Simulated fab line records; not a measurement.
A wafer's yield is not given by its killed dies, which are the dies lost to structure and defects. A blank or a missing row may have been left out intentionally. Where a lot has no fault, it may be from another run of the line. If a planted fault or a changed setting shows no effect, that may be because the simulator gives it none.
A lot that was struck, set against a sound lot -- flow n5 finfet -- 15 out of 1938 route steps
Sound: wafers L907.1, L907.2, L907.6. Wafers L904.1, L904.4, L904.5 were the ones struck. The cause is given at the end.
Per side, at each step with rows, come the tool, then ch with its chambers, and then its first start. Under that, the readings that differ: sound wafers -- struck wafers -- difference of the means -- sigmas: that difference in standard deviations of wafers without a fault.
alike: words and numbers the same on both sides, and readings whose means are apart by under 2 such deviations; not compared: readings that were withheld, readings missing a value for some wafer, numbers with overlapping values and no deviation given by the record, and bounds like >300 which may hide the same value.
A row with sigmas, a row that says differs or no value, or rows on one side alone: a step with any of these is where the two part. Numbers that have no deviation but don't overlap get no sigmas and don't part them. Lack of a reading on every wafer of one side parts them only where that side has two or more wafers.

first, 1 step without rows for these wafers: N5_BEOL_M12_HARDBAKE_14 (time 120 s).
N5_BEOL_M12_CD_MEAS_10: the cd target is 140 nm.
  sound on cd sem-03 ch 0, day 17 11:41; struck on cd sem-02 ch 0, day 16 16:25
  alike: cd nm
N5_BEOL_M12_OVL_MEAS_11:
  sound on overlay-02 ch 0, day 17 11:43; struck on overlay-02 ch 0, day 16 16:27
  alike: V11_OVL
N5_BEOL_M12_INSPECT_12: inspects for defects (macro).
  struck on defect inspect-01, day 16 16:28; sound on defect inspect-01, day 17 11:44
  alike: raw defect count
N5_BEOL_M12_DESCUM_15: chemistry O2, time 7.9 s.
  sound on rie diel-04 ch 2,3, day 17 11:46; struck on rie diel-04 ch 2,3, day 16 16:31
  alike: drypump motor current A, oes product au, rf vpp V, showerhead plenum p Torr, temp c, throttle valve pct
  not compared: rf hours counter h
N5_BEOL_M12_ETCH_59: etches BARC in N2/H2, target depth 89 nm, overetch 26.7 nm, time 67.9 s.
  sound on rie diel-04 ch 2,3, day 17 11:48; struck on rie diel-04 ch 2,3, day 16 16:32
  alike: drypump motor current A, oes product au, rf vpp V, showerhead plenum p Torr, throttle valve pct
  not compared: rf hours counter h
N5_BEOL_M12_VIA_ETCH_16: etches SiOC in C4F8/O2/Ar, target depth 724.8 nm.
  sound on rie diel-04 ch 2,3, day 17 11:51; struck on rie diel-04 ch 2,3, day 16 16:35
  alike: drypump motor current A, oes product au, rf vpp V, showerhead plenum p Torr, throttle valve pct
N5_BEOL_M12_STRIP_63: strips in N2/H2.
  sound on plasma asher-02 ch 0,1, day 17 12:03; struck on plasma asher-02 ch 0,1, day 16 16:47
  alike: drypump motor current A, heater power w, oes product au, strip time to endpoint s, temp c
  not compared: rf hours counter h
N5_BEOL_M12_STRIP_64: strips in N2/H2.
  sound on plasma asher-02 ch 0,1, day 17 12:07; struck on plasma asher-02 ch 0,1, day 16 16:51
reading,sound,struck,difference,sigmas
oes product au (a.u.),0.712 0.705 0.712,0.724 0.715 0.717,+0.009,+2
  alike: drypump motor current A, heater power w, strip time to endpoint s, temp c
  not compared: rf hours counter h
then, 2 steps without rows for these wafers: N5_BEOL_M12_STRIP_71 (strips in post etch residue remover, time 60 s); N5_BEOL_M12_SRD_72 (time 30 s, dry time 30 s).
N5_BEOL_M12_CD_MEAS_17: the cd target is 140 nm.
  struck on cd sem-01, day 16 17:00; sound on cd sem-02, day 17 12:16
  alike: cd nm
N5_BEOL_M12_COAT_65: time 60 s, resist thk 300 nm.
  sound on litho track-02 ch 0, day 17 12:17; struck on litho track-03 ch 0, day 16 17:02
reading,sound,struck,difference,sigmas
spin speed rpm (rpm),1498.9 1500.0 1498.9,1763.6 1764.1 1764.6,+264.8,+99 or more
model.SOC_of_BEOL_M12_COAT_65.thk nm (nm),300.8 301.4 301.2,276.2 276.2 276.2,-24.9,
  alike: heater power total W, plate temp C
then, 1 step without rows for these wafers: N5_BEOL_M12_COAT_66 (time 60 s, resist thk 110 nm).
N5_PASSIVATION_PROBE_49:
  struck on prober-01, day 18 11:26; sound on prober-01, day 18 22:50
  alike: defect limited yield, killed_at_M0_to_M3, killed_at_M4_up, killed at contacts, killed at front end, killed at other, killed dies, killed open, killed short, sort_bin_5_function, sort_bin_6_memory, sort n pass, sort yield pct

== WHERE THEY PART ==
At N5_BEOL_M12_STRIP_64 first; at N5_BEOL_M12_COAT_65 last (within this record only). Later steps at which nothing parts them and some readings are alike: N5_PASSIVATION_PROBE_49.

WHY: the cause the simulator had injected
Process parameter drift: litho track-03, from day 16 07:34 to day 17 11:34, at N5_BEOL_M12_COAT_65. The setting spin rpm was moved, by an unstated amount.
